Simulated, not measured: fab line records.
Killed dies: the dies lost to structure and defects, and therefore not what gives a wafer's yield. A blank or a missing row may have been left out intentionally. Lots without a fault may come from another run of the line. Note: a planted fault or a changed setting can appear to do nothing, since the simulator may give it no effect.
fab line records ; flow n5Finfet
record: lots: 7; wafers: 18; lastDay: 17
route steps=1938 shown BEOL_M2@891 BEOL_M4@1111 PASSIVATION@1936
lots that met no fault: taken from a fault-free run of the same line
startH: hours from the record's first day to the start of the lot's first wafer shown ; waitH: how many hours have passed since the lot's step before this one ; " same as the row above ; L1.1+2: a single row standing in for several wafers ; - no value present, or no start provided ; * or withheld: withheld ; < > ~ a bound
route shown NAME@n: a module of which the file shows steps, and the number in the route of the first ; usual: mean/standard deviation taken from wafers without a fault ; same: alike in all rows ; chamber/n: place in a boat ; sites: readings site by site ; _std_site: the values' standard deviation ; _edge_site: inner sites' mean taken away from outer sites' mean ; radiusMm: how far each site lies from the wafer's centre ; mask NAME#n: copy n ; behind: the most recent tool/chamber to have shaped the wafer ; hold: cause of the lot's hold/its duration in hours/its outcome ; device: names the non-switching transistor (n, p or np) ; end of line: the route-end tests of the same wafers ; a step given without rows: its recipe and nothing more ; killed: at the first sort, the dies lost to defects and structure; wafer yield is something else ; map: dies across one wafer; x = killed, . = not, _ = none there
set.NAME: the setting the step ran with; set.NAME@STEP: the setting that earlier step ran with ; model.NAME: the simulator's own value behind a step, which no gauge read
certain route steps with their lots: each step a table, each wafer a row
services: when a tool's chamber went out of use (startH, in hours from the record's first day, below 0 if earlier), for how many hours, and the reason
== steps ==
step: N5_BEOL_M2_ETCH_41
recipe: chemistry: CH3F/O2; target: SiCN; targetDepthA: 299; taperDeg: 2; timeS: 52.5; ionEnergyEv: 120; maskMaterial: TiN; pressureMtorr: 30; sourceW: 395; biasW: 75; Ar_flow_sccm: 150; CH3F_flow_sccm: 30; O2_flow_sccm: 20
usual: drypumpMotorCurrentA: 5.9/0.61; mfcArSccm: 150.0/0.48; oesProductAu: 0.79/0.094; rfVppV: 297.2/1.5; showerheadPlenumPTorr: 1.99/0.066; throttleValvePct: 16.27/0.24
lot.wafer;tool;chamber;startH;waitH;drypumpMotorCurrentA;mfcArSccm;oesProductAu;rfHoursCounterH;rfVppV;showerheadPlenumPTorr;throttleValvePct
L597.3;rieDiel-06;3;-;-;4.8;150.6;0.78;128;296.3;1.93;16.22
L597.4;rieDiel-06;1;-;-;5.8;149.7;0.65;249;298.2;2.04;16.37
L597.5;rieDiel-06;0;-;-;6.4;150.3;0.73;-;294.7;1.92;16.48
L600.3;rieDiel-05;0;-;-;5.3;150.7;0.66;228;296.9;2.04;16.36
L600.4;rieDiel-05;3;-;-;6.7;150.3;0.71;207;296.2;1.89;16.51
L600.6;rieDiel-05;3;-;-;6.7;150.9;0.71;-;295.9;1.89;16.49
L602.1;rieDiel-01;0;-;-;6.2;150.7;0.99;6;301.0;2.13;15.79
L602.3;rieDiel-01;2;-;-;6.7;149.1;0.75;172;299.1;1.99;16.22
L602.5;rieDiel-01;2;-;-;6.7;150.3;0.75;-;297.5;1.99;16.23
L603.2;rieDiel-05;2;-;-;5.6;149.5;0.78;143;296.9;2.01;16.36
L603.4;rieDiel-05;0;-;-;5.3;150.1;0.66;230;298.4;2.04;16.37
L603.6;rieDiel-05;2;-;-;5.6;150.4;0.77;-;296.7;2.01;16.36
L612.5;rieDiel-01;2;-;-;6.7;150.0;0.72;-;296.1;1.98;16.28
L612.6;rieDiel-01;3;-;-;5.9;149.9;0.94;-;297.8;2.04;15.94
L614.3;rieDiel-01;3;-;-;5.9;149.4;0.94;12;296.9;2.04;15.96
L614.6;rieDiel-01;0;-;-;6.2;150.0;0.90;-;300.3;2.12;15.87
L613.4;rieDiel-01;0;-;-;6.2;150.7;0.91;35;299.7;2.12;15.85
L613.5;rieDiel-01;2;-;-;6.7;150.1;0.73;-;297.1;1.98;16.27
step: N5_BEOL_M2_STRIP_97
recipe: chemistry: N2/H2; timeS: 10; powerW: 450; tempC: 40; pressureMtorr: 20; rfFrequencyHz: 6e+07; biasPowerW: 7; n2FlowSccm: 200; h2FlowSccm: 200
step: N5_BEOL_M2_OCD_MEAS_38
usual: trenchDepthNm: 55.2/1.3
lot.wafer;tool;chamber;startH;waitH;trenchDepthNm
L597.3;ocd-01;-;167.02;-;56.0
L597.4;ocd-01;-;167.02;-;52.9
L597.5;ocd-01;-;167.02;-;55.7
L600.3;ocd-02;-;185.37;-;53.6
L600.4;ocd-02;-;185.37;-;54.5
L600.6;ocd-02;-;185.37;-;54.4
L602.1;ocd-02;-;190.81;-;56.2
L602.3;ocd-02;-;190.81;-;54.4
L602.5;ocd-02;-;190.81;-;54.5
L603.2;ocd-01;-;193.92;-;55.4
L603.4;ocd-01;-;193.92;-;53.3
L603.6;ocd-01;-;193.92;-;55.7
L612.5;ocd-01;-;255.41;-;55.4
L612.6;ocd-01;-;255.41;-;56.9
L614.3;ocd-02;-;259.03;-;57.3
L614.6;ocd-02;-;259.03;-;56.5
L613.4;ocd-01;-;261.63;-;55.8
L613.5;ocd-01;-;261.63;-;54.5
step: N5_BEOL_M2_HM_STRIP_39
recipe: chemistry: peroxideTinStrip; material: TiN; targetDepthA: 250; tempC: 50; timeS: 158
step: N5_BEOL_M2_SRD_40
recipe: timeS: 30; tempC: 23; rinseLiquid: diw; dry: ipaMarangoni
step: N5_BEOL_M2_PRECLEAN_42
recipe: chemistry: residueRemover; timeS: 60; tempC: 40
step: N5_BEOL_M2_SRD_43
recipe: timeS: 30; tempC: 23; rinseLiquid: diw; dry: ipaMarangoni
step: N5_BEOL_M2_CD_MEAS_35
recipe: targetCdNm: 18; targetCdYNm: 22.2; polarity: opening
usual: cdNm: 18.0/0.36
lot.wafer;tool;chamber;startH;waitH;cdNm
L597.3;cdSem-03;-;167.18;0.0;17.5
L597.4;cdSem-03;-;167.18;0.0;17.4
L597.5;cdSem-03;-;167.18;0.0;17.9
L600.3;cdSem-03;-;185.53;0.0;17.6
L600.4;cdSem-03;-;185.53;0.0;18.1
L600.6;cdSem-03;-;185.53;0.0;18.2
L602.1;cdSem-01;-;190.96;0.0;18.0
L602.3;cdSem-01;-;190.96;0.0;18.3
L602.5;cdSem-01;-;190.96;0.0;18.0
L603.2;cdSem-03;-;194.08;0.0;17.8
L603.4;cdSem-03;-;194.08;0.0;17.6
L603.6;cdSem-03;-;194.08;0.0;18.3
L612.5;cdSem-01;-;255.56;0.0;17.9
L612.6;cdSem-01;-;255.56;0.0;17.9
L614.3;cdSem-02;-;259.18;0.0;18.2
L614.6;cdSem-02;-;259.18;0.0;17.8
L613.4;cdSem-03;-;261.79;0.0;17.7
L613.5;cdSem-03;-;261.79;0.0;18.2
step: N5_BEOL_M2_DEGAS_44
recipe: ambient: vacuum; tempC: 250; timeS: 60
usual: heaterPowerW: 329/26
lot.wafer;tool;chamber;startH;waitH;heaterPowerW
L597.3;pvdSputter-03;-;167.41;0.2;299
L597.4;pvdSputter-03;-;167.41;0.2;374
L597.5;pvdSputter-03;-;167.41;0.2;298
L600.3;pvdSputter-03;-;186.05;0.5;384
L600.4;pvdSputter-03;-;186.05;0.5;329
L600.6;pvdSputter-03;-;186.05;0.5;289
L602.1;pvdSputter-03;-;191.15;0.2;294
L602.3;pvdSputter-03;-;191.15;0.2;306
L602.5;pvdSputter-03;-;191.15;0.2;291
L603.2;pvdSputter-03;-;194.97;0.9;306
L603.4;pvdSputter-03;-;194.97;0.9;387
L603.6;pvdSputter-03;-;194.97;0.9;377
L612.5;pvdSputter-03;-;255.99;0.4;307
L612.6;pvdSputter-03;-;255.99;0.4;377
L614.3;pvdSputter-01;-;259.31;0.1;319
L614.6;pvdSputter-01;-;259.31;0.1;353
L613.4;pvdSputter-03;-;262.16;0.4;381
L613.5;pvdSputter-03;-;262.16;0.4;303
step: N5_BEOL_M2_PRE_CLEAN_45
recipe: gas: H2/He; timeS: 30; tempC: 250
step: N5_BEOL_M2_ALD_84
recipe: material: TaN; targetThkA: *; tempC: 275; aldPrecursorFamily: PDMAT; aldCoReactant: NH3; pressureTorr: 3; carrierFlowSccm: 1500; pulseTimeS: 2; purgeTimeS: 3; coReactantPurgeTimeS: 2; coReactantPulseTimeS: 3; aldCycles: 30; precursorVesselTempC: 75; precursorVesselPressureTorr: 26.25; precursorVesselCarrierSccm: 1000
usual: heaterPowerW: 409/57; precursorVesselTempC: 74.98/0.12
same: purgeTimeS: 3
lot.wafer;tool;chamber;startH;waitH;heaterPowerW;precursorVesselTempC
L597.3;aldMetal-01;3;167.74;0.3;480;74.80
L597.4;aldMetal-01;2;167.74;0.3;309;74.92
L597.5;aldMetal-01;2;167.74;0.3;304;74.90
L600.3;aldMetal-03;0;186.17;0.1;507;74.99
L600.4;aldMetal-03;1;186.17;0.1;358;74.85
L600.6;aldMetal-03;1;186.17;0.1;351;74.84
L602.1;aldMetal-01;0;191.28;0.1;349;75.13
L602.3;aldMetal-01;3;191.28;0.1;472;74.96
L602.5;aldMetal-01;3;191.28;0.1;496;75.12
L603.2;aldMetal-03;3;195.07;0.0;391;74.90
L603.4;aldMetal-03;3;195.07;0.0;396;75.10
L603.6;aldMetal-03;1;195.07;0.0;354;74.91
L612.5;aldMetal-04;1;256.18;0.1;374;75.00
L612.6;aldMetal-04;2;256.18;0.1;396;75.04
L614.3;aldMetal-03;1;259.46;0.1;353;75.13
L614.6;aldMetal-03;1;259.46;0.1;358;75.05
L613.4;aldMetal-04;0;262.27;0.0;438;74.97
L613.5;aldMetal-04;3;262.27;0.0;435;75.16
step: N5_BEOL_M2_SURFACE_TREAT_85
recipe: gas: Ar; timeS: *; ionEnergyEv: *; ionCurrentMaCm2: 0.5; pressureMtorr: *; arFlowSccm: 30
usual: throttleValvePct: *
lot.wafer;tool;chamber;startH;waitH;throttleValvePct
L597.3;pvdSputter-02;-;167.98;0.1;*
L597.4;pvdSputter-02;-;167.98;0.1;*
L597.5;pvdSputter-02;-;167.98;0.1;*
L600.3;pvdSputter-03;-;186.49;0.2;*
L600.4;pvdSputter-03;-;186.49;0.2;*
L600.6;pvdSputter-03;-;186.49;0.2;*
L602.1;pvdSputter-03;-;191.79;0.4;*
L602.3;pvdSputter-03;-;191.79;0.4;*
L602.5;pvdSputter-03;-;191.79;0.4;*
L603.2;pvdSputter-03;-;195.37;0.2;*
L603.4;pvdSputter-03;-;195.37;0.2;*
L603.6;pvdSputter-03;-;195.37;0.2;*
L612.5;pvdSputter-01;-;256.33;0.1;*
L612.6;pvdSputter-01;-;256.33;0.1;*
L614.3;pvdSputter-01;-;259.77;0.2;*
L614.6;pvdSputter-01;-;259.77;0.2;*
L613.4;pvdSputter-03;-;262.56;0.2;*
L613.5;pvdSputter-03;-;262.56;0.2;*
step: N5_BEOL_M2_CVD_47
recipe: material: Co; targetThkA: 30; tempC: withheld; precursor: CCTBA/H2; pressureTorr: 30; timeS: 223.8
usual: runLengthS: 246.9/0.48
lot.wafer;tool;chamber;startH;waitH;runLengthS
L597.3;cvdCo-01;2;168.32;0.3;246.3
L597.4;cvdCo-01;0;168.32;0.3;246.3
L597.5;cvdCo-01;1;168.32;0.3;247.0
L600.3;cvdCo-02;2;186.78;0.3;247.8
L600.4;cvdCo-02;2;186.78;0.3;247.4
L600.6;cvdCo-02;1;186.78;0.3;247.4
L602.1;cvdCo-01;2;191.93;0.1;247.0
L602.3;cvdCo-01;0;191.93;0.1;246.9
L602.5;cvdCo-01;2;191.93;0.1;246.6
L603.2;cvdCo-02;2;195.44;0.0;247.5
L603.4;cvdCo-02;0;195.44;0.0;247.3
L603.6;cvdCo-02;1;195.44;0.0;247.6
L612.5;cvdCo-01;1;256.44;0.1;99.9
L612.6;cvdCo-01;0;256.44;0.1;99.8
L614.3;cvdCo-01;2;260.19;0.4;246.2
L614.6;cvdCo-01;0;260.19;0.4;99.2
L613.4;cvdCo-01;2;262.71;0.1;246.2
L613.5;cvdCo-01;0;262.71;0.1;99.5
step: N5_BEOL_M2_SPUTTER_48
recipe: material: Cu; targetThkA: 45; tempC: -20; chamberPressurePa: 0.07; powerW: withheld; timeS: 8.29
usual: chamberPressurePa: 0.07/0.00014; throttleValvePct: 29.8/0.85
lot.wafer;tool;chamber;startH;waitH;chamberPressurePa;throttleValvePct
L597.3;pvdSputter-01;-;169.85;1.5;0.06998;29.6
L597.4;pvdSputter-01;-;169.85;1.5;0.06995;30.5
L597.5;pvdSputter-01;-;169.85;1.5;0.06996;28.0
L600.3;pvdSputter-01;-;188.53;1.7;0.06979;30.6
L600.4;pvdSputter-01;-;188.53;1.7;0.07017;27.8
L600.6;pvdSputter-01;-;188.53;1.7;0.0698;29.3
L602.1;pvdSputter-02;-;193.45;1.4;0.06997;29.5
L602.3;pvdSputter-02;-;193.45;1.4;0.06984;28.7
L602.5;pvdSputter-02;-;193.45;1.4;0.06995;29.4
L603.2;pvdSputter-03;-;195.61;0.1;0.07019;30.7
L603.4;pvdSputter-03;-;195.61;0.1;0.07028;30.8
L603.6;pvdSputter-03;-;195.61;0.1;0.07004;31.1
L612.5;pvdSputter-02;-;256.61;0.1;0.06991;30.7
L612.6;pvdSputter-02;-;256.61;0.1;0.07017;29.7
L614.3;pvdSputter-01;-;261.65;1.4;0.07003;29.5
L614.6;pvdSputter-01;-;261.65;1.4;0.07;30.4
L613.4;pvdSputter-02;-;262.84;0.1;0.06991;31.0
L613.5;pvdSputter-02;-;262.84;0.1;0.06986;28.9
step: N5_BEOL_M4_RC_MEAS_101
usual: DIBL_N: 36.5/2; DIBL_P: 36.5/2.3; IOFF_N: 0.16/0.036; IOFF_P: 0.21/0.037; ION_N: 672/12; ION_P: 459/7.1; SS_N: 71.6/0.73; SS_P: 73.4/0.76; VT_N: 250/3.3; VT_P: -250.5/2.9
lot.wafer;tool;chamber;startH;waitH;DIBL_N[mV/V];DIBL_P[mV/V];IOFF_N[nA/um];IOFF_P[nA/um];ION_N[uA/um];ION_P[uA/um];SS_N[mV/dec];SS_P[mV/dec];VT_N[mV];VT_P[mV]
L597.3;prober-01;0;199.73;0.3;36.9;35.4;0.15;0.18;661;446;71.9;73.3;252;-254.4
L597.4;prober-01;0;199.73;0.3;34.8;33.5;0.12;0.17;655;448;70.8;72.5;253;-254.3
L597.5;prober-01;0;199.73;0.3;39.9;40.3;0.22;0.28;683;467;71.9;74.7;245;-246.8
L600.3;prober-01;0;223.63;0.3;32.9;33.1;0.10;0.15;651;450;70.4;72.3;255;-253.9
L600.4;prober-01;0;223.63;0.3;38.1;38.9;0.19;0.24;676;461;72.7;73.7;248;-247.5
L600.6;prober-01;0;223.63;0.3;35.0;34.4;0.13;0.17;664;453;71.4;73.5;254;-252.8
L602.1;prober-02;0;229.43;0.0;35.0;35.5;0.13;0.18;672;459;71.7;72.7;250;-250.2
L602.3;prober-02;0;229.43;0.0;32.3;32.5;0.11;0.15;662;457;71.0;72.0;253;-253.1
L602.5;prober-02;0;229.43;0.0;35.6;37.0;0.16;0.22;679;464;71.3;73.5;247;-247.0
L603.2;prober-01;0;230.02;0.2;36.3;37.2;0.16;0.21;665;459;71.8;73.7;253;-249.4
L603.4;prober-01;0;230.02;0.2;34.7;35.6;0.14;0.20;671;463;71.6;72.3;252;-250.4
L603.6;prober-01;0;230.02;0.2;37.3;37.0;0.18;0.23;652;449;72.4;73.4;252;-250.0
L612.5;prober-02;0;297.21;0.6;35.6;37.3;0.17;0.21;678;469;71.5;73.3;248;-248.7
L612.6;prober-02;0;297.21;0.6;33.9;34.6;0.13;0.17;667;456;71.1;73.0;252;-255.2
L614.3;prober-01;0;297.40;0.4;34.6;35.0;0.13;0.18;672;457;71.8;72.6;252;-252.3
L614.6;prober-01;0;297.40;0.4;34.2;34.2;0.12;0.17;664;459;71.0;72.8;254;-250.7
L613.4;prober-02;0;298.21;0.5;38.1;38.8;0.17;0.22;671;458;71.5;73.9;248;-251.8
L613.5;prober-02;0;298.21;0.5;37.2;37.3;0.16;0.20;682;459;71.3;73.0;251;-253.5
step: N5_PASSIVATION_PROBE_49
usual: defectLimitedYield: 91.4/1.4; killed_at_M0_to_M3: 33/11; killed_at_M4_up: 13/5.3; killedAtContacts: 13/6.1; killedAtFrontEnd: 40/11; killedAtOther: 2.9/2.7; killedDies: 102/17; killedOpen: 68/13; killedShort: 32/7.5; sort_bin_5_function: 5.1/0.98; sort_bin_6_memory: 3.2/0.69; sortNPass: 1077/21; sortYieldPct: 91.3/1.7
same: grossDies: 1180; killedAtBackSide: 0; sort_bin_4_leakage[%]: 0; sort_bin_8_speed[%]: 0
lot.wafer;tool;chamber;startH;waitH;defectLimitedYield[%];killed_at_M0_to_M3;killed_at_M4_up;killedAtContacts;killedAtFrontEnd;killedAtOther;killedDies;killedOpen;killedShort;sort_bin_5_function[%];sort_bin_6_memory[%];sortNPass;sortYieldPct[%]
L597.3;prober-02;-;316.87;0.1;92.1;29;10;7;44;3;93;67;23;4.7;2.9;1087;92.1
L597.4;prober-02;-;316.92;0.2;89.6;45;18;14;44;2;123;79;41;7.4;2.6;1057;89.6
L597.5;prober-02;-;316.97;0.2;91.7;40;12;10;34;2;98;59;39;4.9;3.0;1082;91.7
L600.3;prober-02;-;340.63;0.1;91.4;48;7;4;41;1;101;61;37;5.7;2.6;1079;91.4
L600.4;prober-02;-;340.68;0.2;88.6;44;17;19;53;2;135;86;47;7.0;3.9;1045;88.6
L600.6;prober-02;-;340.78;0.3;89.7;49;21;12;35;5;122;75;45;6.3;3.8;1058;89.7
L603.2;prober-01;-;343.61;0.1;92.5;26;17;25;21;0;89;66;21;4.4;3.1;1091;92.5
L603.4;prober-01;-;343.71;0.2;92.5;21;10;25;30;3;89;58;30;5.1;1.9;1091;92.5
L603.6;prober-01;-;343.81;0.3;93.0;16;16;19;31;1;83;53;28;4.4;2.4;1097;93.0
L602.1;prober-01;-;349.32;0.0;93.2;23;14;6;36;1;80;52;27;4.4;2.2;1100;93.2
L602.3;prober-01;-;349.42;0.1;92.9;27;16;14;27;0;84;45;33;4.4;2.5;1096;92.9
L602.5;prober-01;-;349.52;0.2;95.0;22;3;3;30;1;59;34;24;2.8;2.0;1121;95.0
L613.4;prober-01;-;409.12;0.2;89.1;40;9;22;45;13;129;91;35;6.3;4.5;1051;89.1
L613.5;prober-01;-;409.17;0.2;90.4;45;20;21;26;1;113;82;28;6.1;3.3;1067;90.4
L614.3;prober-02;-;411.30;0.1;91.9;34;15;13;29;4;95;61;34;4.6;3.1;1085;91.9
L614.6;prober-02;-;411.45;0.3;89.5;52;16;9;44;3;124;83;40;6.4;4.0;1056;89.5
L612.5;prober-01;-;415.09;0.2;91.7;29;16;5;47;1;98;66;31;4.7;3.6;1082;91.7
L612.6;prober-01;-;415.14;0.3;94.4;15;12;10;28;1;66;43;22;3.9;1.4;1114;94.4
killed by level:class
L597.3 STI_FIN_REVEAL:geometricParticle:open=8 BEOL_M0_SAQP:geometricParticle:open=8 BEOL_M3:geometricParticle:open=7 MOL_CONTACT_COAG:geometricParticle:open=6 BEOL_M1:geometricParticle:open=5 GATE_CUT:geometricParticle:short=5 BEOL_M2:geometricParticle:open=5 FIN_SAQP:geometricParticle:open=4
L597.4 MOL_CONTACT_COAG:geometricParticle:open=13 STI_FIN_REVEAL:geometricParticle:open=12 BEOL_M0_SAQP:geometricParticle:open=12 BEOL_M0_SAQP:geometricParticle:short=10 BEOL_M4:geometricParticle:open=8 FIN_SAQP:geometricParticle:open=7 BEOL_M1:geometricParticle:open=6 FIN_SAQP:geometricParticle:short=5
L597.5 BEOL_M0_SAQP:geometricParticle:open=11 BEOL_M0_SAQP:geometricParticle:short=10 FIN_SAQP:geometricParticle:open=8 BEOL_M3:geometricParticle:open=8 MOL_CONTACT_COAG:geometricParticle:open=7 FIN_SAQP:geometricParticle:short=6 STI_FIN_REVEAL:geometricParticle:open=6 BEOL_M1:geometricParticle:open=5
L600.3 BEOL_M0_SAQP:geometricParticle:open=14 STI_FIN_REVEAL:geometricParticle:open=9 BEOL_M1:geometricParticle:open=8 BEOL_M3:geometricParticle:open=8 GATE_CUT:geometricParticle:short=7 BEOL_M0_SAQP:geometricParticle:short=7 FIN_SAQP:geometricParticle:open=6 FIN_SAQP:geometricParticle:short=6
L600.4 MOL_CONTACT_COAG:geometricParticle:open=15 BEOL_M2:geometricParticle:open=14 STI_FIN_REVEAL:geometricParticle:open=12 FIN_SAQP:geometricParticle:open=11 FIN_SAQP:geometricParticle:short=10 BEOL_M0_SAQP:geometricParticle:short=9 BEOL_M0_SAQP:geometricParticle:open=9 BEOL_M4:geometricParticle:open=7
L600.6 BEOL_M0_SAQP:geometricParticle:short=14 BEOL_M4:geometricParticle:open=12 BEOL_M2:geometricParticle:open=10 MOL_CONTACT_COAG:geometricParticle:open=9 BEOL_M0_SAQP:geometricParticle:open=9 FIN_SAQP:geometricParticle:open=7 FIN_SAQP:geometricParticle:short=6 BEOL_M2:geometricParticle:short=6
L603.2 MOL_CONTACT_COAG:geometricParticle:open=21 BEOL_M0_SAQP:geometricParticle:open=9 BEOL_M1:geometricParticle:open=7 BEOL_M0_SAQP:geometricParticle:short=5 FIN_SAQP:geometricParticle:open=4 MOL_CONTACT_COAG:geometricParticle:short=4 BEOL_M11:geometricParticle:open=4 DUMMY_GATE:geometricParticle:open=3
L603.4 MOL_CONTACT_COAG:geometricParticle:open=20 FIN_SAQP:geometricParticle:short=10 BEOL_M2:geometricParticle:open=8 GATE_CUT:geometricParticle:short=6 MOL_CONTACT_COAG:geometricParticle:short=5 BEOL_M3:geometricParticle:open=4 FIN_SAQP:geometricParticle:open=3 STI_FIN_REVEAL:geometricParticle:open=3
L603.6 MOL_CONTACT_COAG:geometricParticle:open=17 FIN_SAQP:geometricParticle:short=7 BEOL_M4:geometricParticle:short=6 BEOL_M4:geometricParticle:open=6 DUMMY_GATE:geometricParticle:open=5 FIN_SAQP:geometricParticle:open=4 BEOL_M3:geometricParticle:open=4 STI_FIN_REVEAL:geometricParticle:short=3
L602.1 STI_FIN_REVEAL:geometricParticle:open=13 BEOL_M0_SAQP:geometricParticle:short=9 DUMMY_GATE:geometricParticle:open=8 FIN_SAQP:geometricParticle:short=5 MOL_CONTACT_COAG:geometricParticle:open=5 BEOL_M0_SAQP:geometricParticle:open=4 BEOL_M2:geometricParticle:open=4 BEOL_M8:geometricParticle:open=4
L602.3 BEOL_M0_SAQP:geometricParticle:short=10 MOL_CONTACT_COAG:geometricParticle:open=7 MOL_CONTACT_COAG:geometricParticle:short=7 BEOL_M4:geometricParticle:open=7 FIN_SAQP:geometricParticle:open=6 STI_FIN_REVEAL:geometricParticle:open=6 BEOL_M0_SAQP:geometricParticle:open=6 FIN_SAQP:geometricParticle:short=4
L602.5 FIN_SAQP:geometricParticle:short=9 BEOL_M0_SAQP:geometricParticle:open=6 STARTING-WAFER:geometricParticle:short=5 FIN_SAQP:geometricParticle:open=4 BEOL_M1:geometricParticle:open=4 DUMMY_GATE:geometricParticle:open=3 MOL_CONTACT_COAG:geometricParticle:open=3 BEOL_M2:geometricParticle:open=3
L613.4 STI_FIN_REVEAL:geometricParticle:open=19 MOL_CONTACT_COAG:geometricParticle:open=19 BEOL_M0_SAQP:geometricParticle:short=9 BEOL_M1:geometricParticle:open=9 BEOL_M4:geometricParticle:open=7 BEOL_M0_SAQP:geometricParticle:open=6 BEOL_M2:geometricParticle:open=6 PASS1_CAP:geometricParticle:open=5
L613.5 MOL_CONTACT_COAG:geometricParticle:open=17 BEOL_M4:geometricParticle:open=11 BEOL_M0_SAQP:geometricParticle:short=9 BEOL_M1:geometricParticle:open=9 BEOL_M2:geometricParticle:open=8 BEOL_M0_SAQP:geometricParticle:open=7 BEOL_M3:geometricParticle:open=6 STI_FIN_REVEAL:geometricParticle:open=5
L614.3 BEOL_M1:geometricParticle:open=11 FIN_SAQP:geometricParticle:short=9 BEOL_M2:geometricParticle:open=9 MOL_CONTACT_COAG:geometricParticle:open=8 BEOL_M4:geometricParticle:open=7 FIN_SAQP:geometricParticle:open=6 BEOL_M0_SAQP:geometricParticle:open=6 MOL_CONTACT_COAG:geometricParticle:short=5
L614.6 FIN_SAQP:geometricParticle:open=17 BEOL_M2:geometricParticle:open=12 BEOL_M0_SAQP:geometricParticle:short=10 BEOL_M1:geometricParticle:open=9 STI_FIN_REVEAL:geometricParticle:open=8 MOL_CONTACT_COAG:geometricParticle:open=7 FIN_SAQP:geometricParticle:short=6 BEOL_M3:geometricParticle:short=6
L612.5 FIN_SAQP:geometricParticle:open=22 BEOL_M4:geometricParticle:open=10 BEOL_M0_SAQP:geometricParticle:short=9 BEOL_M0_SAQP:geometricParticle:open=7 GATE_CUT:geometricParticle:open=6 FIN_SAQP:geometricParticle:short=4 MOL_CONTACT_COAG:geometricParticle:open=4 STARTING-WAFER:geometricParticle:short=4
L612.6 MOL_CONTACT_COAG:geometricParticle:open=10 FIN_SAQP:geometricParticle:open=5 STI_FIN_REVEAL:geometricParticle:open=5 BEOL_M2:geometricParticle:open=4 STI_FIN_REVEAL:geometricParticle:short=3 ILD0:geometricParticle:short=3 GATE_CUT:geometricParticle:short=3 BEOL_M0_SAQP:geometricParticle:short=3
== services ==
tool;chamber;startH;hours;kind
rieDiel-01;0;153.21;-;clean
rieDiel-01;0;153.21;-;consumableReplace:focusRing
rieDiel-01;0;153.21;-;consumableReplace:showerhead
rieDiel-01;0;153.21;21.3;scheduledDown
rieDiel-01;0;153.21;21.3;ventCycle
pvdSputter-01;-;156.15;13.6;repair
rieDiel-05;0;156.68;4.6;repair
rieDiel-06;0;176.57;2.9;repair
rieDiel-01;3;183.44;7.2;repair
cvdCo-01;1;188.51;12.3;repair
cvdCo-02;-;190.66;2.2;repair
aldMetal-03;2;193.46;5.1;repair
rieDiel-06;1;199.25;14.5;repair
cvdCo-01;-;201.68;5.6;repair
rieDiel-06;-;209.18;0.3;repair
rieDiel-06;-;210.01;4.8;repair
aldMetal-03;-;214.41;0.8;repair
rieDiel-06;1;216.20;8.8;repair
rieDiel-06;2;216.94;4.0;repair
rieDiel-06;0;227.20;14.4;repair
rieDiel-05;-;236.83;0.2;repair
rieDiel-06;2;241.76;6.5;repair
rieDiel-01;1;255.42;3.4;repair
cvdCo-02;0;260.36;15.9;repair
== key ==
firstSign: step: N5_BEOL_M2_CVD_47; reading: runLengthS; direction: down; sigmas: 99+; usual: *; struck: *
effect none on later readings
metAt N5_BEOL_M2_CVD_47
struckWafers L612.5,L612.6,L613.5,L614.6
onsetBetween 191.93 256.44
fault: kind: processParameterDrift; tool: cvdCo-01; chamber: -; onsetH: 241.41; steps: N5_BEOL_M2_CVD_47; channel: timeS; offset: *; shape: step; endH: 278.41; scope: struckWafersOnly; actsIn: *; stated: *
